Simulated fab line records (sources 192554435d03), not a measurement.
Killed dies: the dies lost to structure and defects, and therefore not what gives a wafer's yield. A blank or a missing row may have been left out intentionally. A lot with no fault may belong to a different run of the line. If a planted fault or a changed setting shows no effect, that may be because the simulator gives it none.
Matching of chambers | flow n5Finfet | pecvd-02 running N5_BEOL_M4_DEP_57: 3 sister chambers
The step deposits SiCN from 3MS/NH3, target thk 8 nm, time 14 s. 3 wafers are shown with their chamber, then 12 later ones without.

== WAFERS WITH THEIR CHAMBER ==
wafer  | chamber | showerheadPlenumPTorr (Torr)
L090.4 | 0       | 3.663
L090.5 | 1       | 3.672
L090.6 | 2       | 3.669

== WAFERS MISSING THEIR CHAMBER ==
wafer  | showerheadPlenumPTorr (Torr)
L092.4 | 3.665
L092.5 | 3.669
L092.6 | 3.662
L095.1 | 3.660
L095.3 | 3.678
L095.5 | 3.667
L094.1 | 3.670
L094.2 | 3.659
L094.3 | 3.646
L097.1 | 3.658
L097.3 | 3.666
L097.5 | 3.663

== WHICH CHAMBER EACH WENT THROUGH ==
wafer  | from the rows above          | in truth
L092.4 | can't be placed: 0 or 2 or 1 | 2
L092.5 | can't be placed: 2 or 1 or 0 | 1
L092.6 | can't be placed: 0 or 2 or 1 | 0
L095.1 | can't be placed: 0 or 2 or 1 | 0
L095.3 | can't be placed: 1 or 2 or 0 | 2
L095.5 | can't be placed: 2 or 0 or 1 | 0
L094.1 | can't be placed: 2 or 1 or 0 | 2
L094.2 | can't be placed: 0 or 2 or 1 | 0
L094.3 | can't be placed: 0 or 2 or 1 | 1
L097.1 | can't be placed: 0 or 2 or 1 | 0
L097.3 | can't be placed: 0 or 2 or 1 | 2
L097.5 | can't be placed: 0 or 2 or 1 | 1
0 of 12 placed correctly. From these rows, 12 cannot be placed; in 12 the true chamber is one of the candidates. Wrongly placed: 0.
How it was worked out, from the rows above alone: a wafer's distance from a chamber is the root of the sum, over the readings, of the square of ((its reading less the chamber's mean) divided by the reading's scatter). The wafer belongs to the nearest chamber; if the next one is less than 2 further off, it can't be placed. Each chamber's mean is taken over the wafers shown for it. The scatter: with one shown wafer a chamber, the root of the mean of the squares of how far each hidden wafer lies from its nearest shown one.
